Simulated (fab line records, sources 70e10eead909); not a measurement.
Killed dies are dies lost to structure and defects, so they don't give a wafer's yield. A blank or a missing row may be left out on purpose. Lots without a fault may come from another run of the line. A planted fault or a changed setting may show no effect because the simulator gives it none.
fab line records | flow nand_harc
record lots=11 wafers=32 last_day=33
route steps=1302 shown A_STAIRCASE@651 END@1302
lots that met no fault: from a run of the same line without faults
start_h: hours from the record's first day to the start of the lot's first wafer shown | wait_h: hours since the lot's step before | " the same as in the row above | L1.1+2: a row that stands for several wafers | - no value, or no start given | * or withheld: withheld | < > ~ a bound
route shown NAME@n: a module of which the file shows steps, and the number in the route of the first | usual: mean/standard deviation of fault-free wafers | same: alike in all rows | chamber/n: place in a boat | sites: the reading at each site | _std_site: their standard deviation | _edge_site: outer sites' mean less inner sites' | radius_mm: how far each site lies from the wafer's centre | mask NAME#n: copy n | behind: the tool/chamber that last shaped the wafer | hold: why the lot was held/for how many hours/how that ended | device: the transistor (n, p or np) that didn't switch | end of line: the same wafers' tests at the end of the route | a step without rows: its recipe alone | killed: dies lost to structure and defects at the first sort, not the wafer's yield | map: a wafer's dies, x killed, . not, _ none there
set.NAME: the setting as run; set.NAME@STEP: as run at that earlier step | model.NAME: the simulator's own value behind a step, which no gauge read
steps of the route over a sample of lots; a table a step, a row a wafer
services: from which hour (start_h, from the record's first day; less than 0 if before it) a tool's chamber was out of use, for how many hours, and why
## steps
# step NHARC_A_STAIRCASE_ETCH_169
# recipe target_depth_a=500 time_s=107.1 ion_energy_ev=120 ch3f_flow_sccm=50 o2_flow_sccm=30 ar_flow_sccm=200 rf_w=500 bias_w=100 chemistry=CH3F/O2
# usual drypump_motor_current_A=5.6/0.4 mfc_ar_sccm=200.0/0.53 oes_product_au=0.958/0.018 rf_vpp_V=243.6/1.3 showerhead_plenum_p_Torr=2.41/0.073 throttle_valve_pct=20.664/0.0095
# same time_s=107.1
# columns lot.wafer tool chamber start_h wait_h drypump_motor_current_A mfc_ar_sccm oes_product_au rf_hours_counter_h rf_vpp_V showerhead_plenum_p_Torr throttle_valve_pct
L782.2 rie_diel-01 1 355.01 0.1 4.8 200.1 0.963 34 243.4 2.52 20.645
L782.5 " 3 " " 5.3 199.6 0.964 - 244.8 2.33 20.657
L782.4 " 0 " " 5.7 199.6 0.962 - 244.4 2.42 20.667
L785.2 rie_diel-09 3 381.30 0.1 5.8 199.8 0.914 8 246.2 2.52 20.667
L785.1 " 2 " " 5.8 200.6 0.913 19 244.8 2.47 20.664
L785.4 " 3 " " 5.8 200.1 0.916 - 247.2 2.52 20.667
L783.2 rie_diel-09 1 384.72 0.2 6.2 199.4 0.934 19 242.4 2.35 20.677
L783.5 " 2 " " 5.8 199.9 0.939 - 245.3 2.47 20.673
L783.6 " 3 " " 5.8 200.4 0.937 - 245.4 2.52 20.680
L787.3 rie_diel-01 0 421.27 0.1 5.7 200.9 0.978 12 242.7 2.41 20.663
L787.6 " 3 " " 5.2 199.9 0.966 - 242.5 2.33 20.661
L787.5 " 0 " " 5.7 200.2 0.988 - 244.6 2.41 20.649
L789.4 rie_diel-01 0 446.16 0.1 5.7 199.7 0.951 19 244.5 2.41 20.671
L789.6 " 0 " " 5.7 200.5 0.945 - 244.8 2.41 20.660
L789.5 " 1 " " 4.8 200.1 0.953 - 244.4 2.51 20.643
L792.3 rie_diel-01 3 458.20 0.2 5.3 198.8 0.929 24 244.0 2.32 20.670
L792.4 " 0 " " 5.7 200.3 0.941 25 244.9 2.40 20.678
L797.3 rie_diel-01 1 517.27 0.1 4.8 200.3 0.960 40 243.5 2.50 20.661
L797.2 " 2 " " 5.9 199.2 0.957 38 242.2 2.31 20.661
L797.1 " 3 " " 5.2 199.9 0.982 39 240.0 2.32 20.674
L800.2 rie_diel-09 0 542.28 0.1 5.7 199.9 0.971 11 242.0 2.32 20.662
L800.3 " 1 " " 6.2 200.6 0.960 11 241.8 2.33 20.654
L800.4 " 3 " " 5.8 200.4 0.974 13 245.7 2.50 20.665
L801.2 rie_diel-06 3 565.70 0.1 5.9 200.0 0.971 19 243.4 2.34 20.655
L801.4 " 0 " " 5.7 200.8 0.968 24 244.3 2.40 20.662
L801.5 " 0 " " 5.7 200.1 0.963 - 244.6 2.40 20.678
L803.3 rie_diel-09 0 571.84 0.1 5.7 200.5 0.975 29 243.5 2.32 20.667
L803.1 " 3 " " 5.8 200.5 0.959 25 243.7 2.49 20.655
L803.6 " 1 " " 6.3 199.6 0.987 - 242.8 2.33 20.664
L804.1 rie_diel-06 3 585.93 0.1 5.9 200.3 0.969 23 241.7 2.34 20.670
L804.2 " 0 " " 5.7 198.5 0.968 29 244.0 2.39 20.663
L804.5 " 0 " " 5.7 199.8 0.967 - 241.3 2.39 20.673
# step NHARC_A_STAIRCASE_ETCH_13
# recipe target_depth_a=1000 time_s=40.5 ion_energy_ev=400 c4f8_flow_sccm=20 o2_flow_sccm=10 ar_flow_sccm=withheld rf_w=600 bias_w=1000 chemistry=C4F8/O2
# usual oes_product_au=0.942/0.013 rf_vpp_V=893/3.8
# same time_s=40.5
# columns lot.wafer tool chamber start_h wait_h oes_product_au rf_hours_counter_h rf_vpp_V
L782.2 rie_diel-09 0 - - 0.921 12 889
L782.4 " 3 " " 0.912 2 898
L782.5 " 0 " " 0.919 - 890
L785.2 rie_diel-06 3 - - 0.931 33 890
L785.1 " 0 " " 0.953 30 894
L785.4 " 1 " " 0.951 29 898
L783.2 rie_diel-06 2 - - 0.928 34 897
L783.6 " 0 " " 0.937 - 895
L783.5 " 1 " " 0.929 - 901
L787.3 rie_diel-01 1 - - 0.947 10 898
L787.5 " 0 " " 0.942 - 895
L787.6 " 1 " " 0.953 - 898
L789.4 rie_diel-01 0 - - 0.941 19 893
L789.5 " 2 " " 0.937 - 889
L789.6 " 3 " " 0.942 - 889
L792.3 rie_diel-01 0 - - 0.916 26 892
L792.4 " 0 " " 0.932 - 893
L797.1 rie_diel-06 2 - - 0.948 7 897
L797.3 " 3 " " 0.972 8 891
L797.2 " 0 " " 0.961 9 893
L800.4 rie_diel-01 0 - - 0.940 48 893
L800.3 " 1 " " 0.960 48 897
L800.2 " 2 " " 0.953 46 888
L801.2 rie_diel-01 2 - - 0.945 0 888
L801.4 " 0 " " 0.936 - 892
L801.5 " 1 " " 0.941 - 897
L803.1 rie_diel-09 2 - - 0.961 25 895
L803.3 " 1 " " 0.967 28 890
L803.6 " 2 " " 0.952 - 895
L804.1 rie_diel-01 1 - - 0.955 10 898
L804.2 " 3 " " 0.950 7 889
L804.5 " 2 " " 0.962 - 889
# step NHARC_A_STAIRCASE_TRIM_20
# recipe time_s=211.2 o2_flow_sccm=500 ar_flow_sccm=0 bias_w=0 chemistry=O2
# usual drypump_motor_current_A=5.6/0.41 mfc_ar_sccm=0.011/0.011 oes_product_au=1.001/0.009 rf_vpp_V=57.7/0.87 run_length_s=232.7/0.52 showerhead_plenum_p_Torr=3.46/0.1 throttle_valve_pct=17.036/0.0085
# same time_s=211.2
# columns lot.wafer tool chamber start_h wait_h drypump_motor_current_A mfc_ar_sccm oes_product_au rf_hours_counter_h rf_vpp_V run_length_s showerhead_plenum_p_Torr throttle_valve_pct
L782.2 rie_diel-01 0 359.66 0.1 5.7 0.011 0.995 37 57.3 232.7 3.47 17.027
L782.5 " 3 " " 5.3 0 0.996 - 57.2 232.9 3.35 17.038
L782.4 " 2 " " 5.9 0.004 1.013 - 58.3 232.1 3.35 17.037
L785.1 rie_diel-09 1 384.80 0.1 6.2 0 1.004 19 57.8 231.7 3.38 17.040
L785.2 " 2 " " 5.9 0.032 0.991 20 58.1 233.1 3.54 17.031
L785.4 " 2 " " 5.9 0.032 0.995 - 58.0 232.7 3.54 17.050
L783.2 rie_diel-06 3 388.16 0.2 5.9 0.026 1.004 36 57.7 233.5 3.39 17.045
L783.5 " 0 " " 5.8 0.028 1.009 - 57.8 232.3 3.47 17.032
L783.6 " 1 " " 5.8 0 1.010 - 58.0 232.3 3.62 17.046
L787.3 rie_diel-01 1 424.12 0.1 4.8 0.009 0.999 10 56.7 233.3 3.61 17.035
L787.5 " 1 " " 4.8 0.009 1.006 - 59.5 233.8 3.61 17.040
L787.6 " 2 " " 5.9 0.004 0.999 - 57.4 232.2 3.34 17.030
L789.4 rie_diel-01 2 449.08 0.1 5.9 0.004 0.998 16 58.0 231.9 3.33 17.042
L789.5 " 3 " " 5.3 0 1.004 - 58.4 233.3 3.34 17.035
L789.6 " 0 " " 5.7 0.011 1.009 - 58.1 232.9 3.46 17.029
L792.3 rie_diel-01 1 461.34 0.1 4.8 0.009 1.009 22 59.5 233.4 3.60 17.018
L792.4 " 2 " " 5.9 0.004 0.996 - 57.8 231.9 3.33 17.035
L797.2 rie_diel-09 2 519.98 0.1 5.8 0.032 0.996 3 57.6 233.0 3.52 17.032
L797.3 " 3 " " 5.8 0.024 0.994 3 58.7 232.8 3.58 17.029
L797.1 " 0 " " 5.7 0 0.997 3 57.5 232.6 3.35 17.032
L800.3 rie_diel-01 3 545.10 0.1 5.2 0 0.999 47 56.5 232.8 3.33 17.035
L800.2 " 0 " " 5.7 0.011 0.983 49 57.8 232.4 3.44 17.039
L800.4 " 3 " " 5.2 0 1.006 - 56.9 233.1 3.33 17.039
L801.2 rie_diel-01 2 568.73 0.1 5.9 0.004 1.004 1 58.7 232.1 3.31 17.036
L801.5 " 0 " " 5.7 0.011 0.987 - 56.7 232.4 3.44 17.020
L801.4 " 1 " " 4.8 0.009 1.004 - 57.8 233.5 3.58 17.028
L803.3 rie_diel-01 0 574.57 0.1 5.7 0.011 0.999 2 58.8 232.7 3.44 17.037
L803.1 " 1 " " 4.8 0.009 0.997 2 58.0 233.2 3.58 17.027
L803.6 " 0 " " 5.7 0.011 0.994 - 57.4 232.4 3.44 17.041
L804.1 rie_diel-01 2 588.74 0.1 6.0 0.004 1.009 10 57.3 232.1 3.31 17.041
L804.2 " 3 " " 5.3 0 1.010 7 55.8 233.0 3.32 17.036
L804.5 " 1 " " 4.8 0.009 1.008 - 57.2 233.3 3.58 17.039
# step NHARC_A_STAIRCASE_TRIM_22
# recipe time_s=211.2 o2_flow_sccm=500 ar_flow_sccm=0 bias_w=0 chemistry=O2
# usual drypump_motor_current_A=5.6/0.4 mfc_ar_sccm=0.010/0.011 oes_product_au=1.000/0.0088 rf_vpp_V=57.6/0.87 run_length_s=232.7/0.51 showerhead_plenum_p_Torr=3.46/0.11 throttle_valve_pct=17.037/0.0085
# columns lot.wafer tool chamber start_h wait_h drypump_motor_current_A mfc_ar_sccm oes_product_au rf_hours_counter_h rf_vpp_V run_length_s showerhead_plenum_p_Torr throttle_valve_pct
L782.2 rie_diel-01 2 359.98 - 5.9 0.004 0.999 34 56.1 232.2 3.35 17.037
L782.4 " 2 " " 5.9 0.004 1.007 - 57.4 232.2 3.34 17.026
L782.5 " 3 " " 5.3 0 1.008 - 56.9 232.9 3.35 17.031
L785.1 rie_diel-09 3 385.13 - 5.8 0.024 0.991 10 56.9 232.9 3.61 17.011
L785.2 " 2 " " 5.8 0.032 0.992 20 59.0 233.0 3.54 17.036
L785.4 " 3 " " 5.8 0.024 1.003 - 55.8 232.7 3.61 17.034
L783.2 rie_diel-06 3 388.54 - 5.9 0.026 1.000 36 57.7 232.9 3.39 17.036
L783.6 " 0 " " 5.7 0.028 1.003 - 57.4 232.4 3.47 17.031
L783.5 " 1 " " 5.8 0 1.008 - 57.9 232.5 3.62 17.026
L787.3 rie_diel-01 3 424.48 - 5.3 0 1.001 13 57.0 233.1 3.34 17.042
L787.5 " 2 " " 5.9 0.004 1.004 - 58.5 232.2 3.33 17.044
L787.6 " 3 " " 5.2 0 0.998 - 56.7 233.3 3.34 17.041
L789.4 rie_diel-01 3 449.29 - 5.3 0 1.004 19 57.1 309.6 3.34 17.042
L789.6 " 3 " " 5.3 0 0.998 - 57.2 232.9 3.34 17.034
L789.5 " 0 " " 5.7 0.011 0.991 - 57.2 232.1 3.46 17.036
L792.3 rie_diel-01 0 461.68 - 5.7 0.011 1.012 27 56.9 308.9 3.45 17.041
L792.4 " 2 " " 5.9 0.004 1.005 - 57.4 308.9 3.33 17.048
L797.2 rie_diel-09 2 520.30 - 5.8 0.032 1.006 3 58.0 232.8 3.52 17.047
L797.1 " 0 " " 5.7 0 1.005 3 57.6 233.0 3.35 17.028
L797.3 " 1 " " 6.2 0 0.995 3 57.7 231.8 3.36 17.018
L800.3 rie_diel-01 1 545.42 - 4.9 0.009 0.992 49 58.6 233.4 3.58 17.009
L800.2 " 3 " " 5.3 0 0.995 47 56.7 233.3 3.33 17.030
L800.4 " 1 " " 4.9 0.009 0.992 - 58.8 233.1 3.58 17.031
L801.2 rie_diel-01 0 569.08 - 5.7 0.011 1.002 1 57.0 232.3 3.44 17.039
L801.5 " 0 " " 5.7 0.011 1.007 - 57.6 232.2 3.44 17.044
L801.4 " 1 " " 4.8 0.009 1.007 - 56.9 233.6 3.58 17.038
L803.3 rie_diel-01 1 574.92 - 4.8 0.009 1.001 3 58.6 233.9 3.58 17.042
L803.1 " 2 " " 5.9 0.004 1.004 3 57.4 232.2 3.31 17.037
L803.6 " 2 " " 5.9 0.004 1.013 - 57.3 232.6 3.31 17.032
L804.1 rie_diel-01 2 588.98 - 5.9 0.004 1.011 10 57.4 232.2 3.31 17.030
L804.2 " 3 " " 5.2 0 0.996 7 58.0 232.9 3.32 17.029
L804.5 " 2 " " 5.9 0.004 1.001 - 58.1 231.8 3.31 17.038
# step NHARC_END_SORT_01
# recipe temp_c=25
# usual killed_at_array=59/17 killed_at_other=0.7/0.9 killed_at_periphery=3.6/2.3 killed_dies=63/18 killed_open=3.4/1.9 killed_short=2.6/1.7
# same gross_dies=677
# columns lot.wafer tool chamber start_h wait_h killed_at_array killed_at_other killed_at_periphery killed_dies killed_open killed_short
L789.4 prober-01 0 660.47 3.4 669 1 7 677 3 4
L789.5 prober-01 0 661.28 3.7 92 2 6 100 6 2
L789.6 prober-01 0 662.08 4.0 86 0 7 93 3 2
L792.3 prober-01 0 684.30 3.1 673 0 4 677 3 3
L792.4 prober-01 0 685.10 3.4 673 0 4 677 5 4
# killed by level:class
L789.4 A_STAIRCASE:area_trim=590 A_CHANNEL_HOLE_D1:chamber_film_flake=34 A_SLIT:chamber_film_flake=24 A_CHANNEL_HOLE_D2:chamber_film_flake=10 P_CONTACT:chamber_film_flake=3 A_ONON_D2:geometric_particle:short=2 A_BLC:geometric_particle:open=2 A_STAIRCASE:chamber_film_flake=2
L789.5 A_CHANNEL_HOLE_D1:chamber_film_flake=43 A_SLIT:chamber_film_flake=22 A_CHANNEL_HOLE_D2:chamber_film_flake=14 A_CONTACT:chamber_film_flake=3 A_CHANNEL_FILL_D2:geometric_particle:open=2 P_ZERO_WELL:chamber_film_flake=2 P_CONTACT:chamber_film_flake=2 A_M1:chamber_film_flake=2
L789.6 A_CHANNEL_HOLE_D1:chamber_film_flake=29 A_SLIT:chamber_film_flake=28 A_CHANNEL_HOLE_D2:chamber_film_flake=16 A_CONTACT:chamber_film_flake=5 P_ZERO_WELL:chamber_film_flake=4 P_CONTACT:chamber_film_flake=3 A_M1:chamber_film_flake=3 A_ONON_D1:geometric_particle:open=1
L792.3 A_STAIRCASE:area_trim=630 A_CHANNEL_HOLE_D1:chamber_film_flake=27 A_CONTACT:chamber_film_flake=6 A_SLIT:chamber_film_flake=3 A_CHANNEL_HOLE_D2:unspecified=2 P_STI:geometric_particle:short=1 P_CONTACT:geometric_particle:open=1 P_M0:geometric_particle:open=1
L792.4 A_STAIRCASE:area_trim=614 A_CHANNEL_HOLE_D1:chamber_film_flake=35 A_CONTACT:chamber_film_flake=11 A_ONON_D1:geometric_particle:open=2 A_M0:geometric_particle:short=2 A_ZERO_WELL:chamber_film_flake=2 A_STAIRCASE:chamber_film_flake=2 P_GATE:geometric_particle:open=1
## services
# columns tool chamber start_h hours kind
rie_diel-01 2 348.93 9.0 repair
rie_diel-01 1 359.08 9.7 repair
rie_diel-01 0 359.56 - clean
rie_diel-01 2 359.56 - clean
rie_diel-01 3 359.56 - clean
rie_diel-09 0 380.91 7.5 repair
rie_diel-01 - 381.23 9.0 pm
rie_diel-01 0 381.23 9.0 vent_cycle
rie_diel-01 1 381.23 9.0 vent_cycle
rie_diel-01 2 381.23 9.0 vent_cycle
rie_diel-06 0 421.50 4.5 repair
rie_diel-09 2 450.40 4.0 repair
rie_diel-09 0 452.41 12.4 repair
rie_diel-06 - 484.20 9.0 pm
rie_diel-09 0 485.52 4.6 repair
rie_diel-09 - 499.32 9.0 pm
rie_diel-06 - 505.03 0.9 repair
rie_diel-01 0 534.48 5.9 repair
rie_diel-01 3 553.19 17.0 repair
rie_diel-06 2 553.95 8.9 repair
rie_diel-01 - 558.35 9.0 pm
rie_diel-09 1 567.42 1.8 repair
rie_diel-01 3 573.93 2.5 repair
rie_diel-06 2 584.26 14.5 repair
## key
first_sign step=NHARC_A_STAIRCASE_TRIM_22 reading=run_length_s direction=up sigmas=99+ usual=* struck=*
effect step=NHARC_END_SORT_01 reading=killed_at_array direction=up sigmas=36 usual=59 struck=672
more_kills_born_at NHARC_A_STAIRCASE_TRIM_22@rie_diel-01=1834
met_at NHARC_A_STAIRCASE_TRIM_22
struck_lots L789,L792
struck_wafers L789.4,L792.3,L792.4
later_rows_left_out L789.4,L792.3,L792.4
tester_left_out L789,L792
not_acting_at NHARC_A_STAIRCASE_ETCH_169,NHARC_A_STAIRCASE_ETCH_13,NHARC_A_STAIRCASE_TRIM_20
onset_between 424.48 449.29
fault kind=process_parameter_drift tool=rie_diel-01 chamber=- onset_h=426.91 steps=NHARC_A_STAIRCASE_TRIM_22 channel=time_s offset=* shape=step end_h=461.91 scope=struck_wafers_only acts_in=* stated=*
# tester_left_out: of these lots the tester's yield and bins aren't shown, on N5 and GAA mostly nor the transistor test; their killed dies are dies lost to structure and defects alone, not to doping, threshold or leakage, so they don't give the yield
# later_rows_left_out: the simulator's readings of these wafers behind a module that went badly wrong aren't trusted and aren't shown, but for the sort
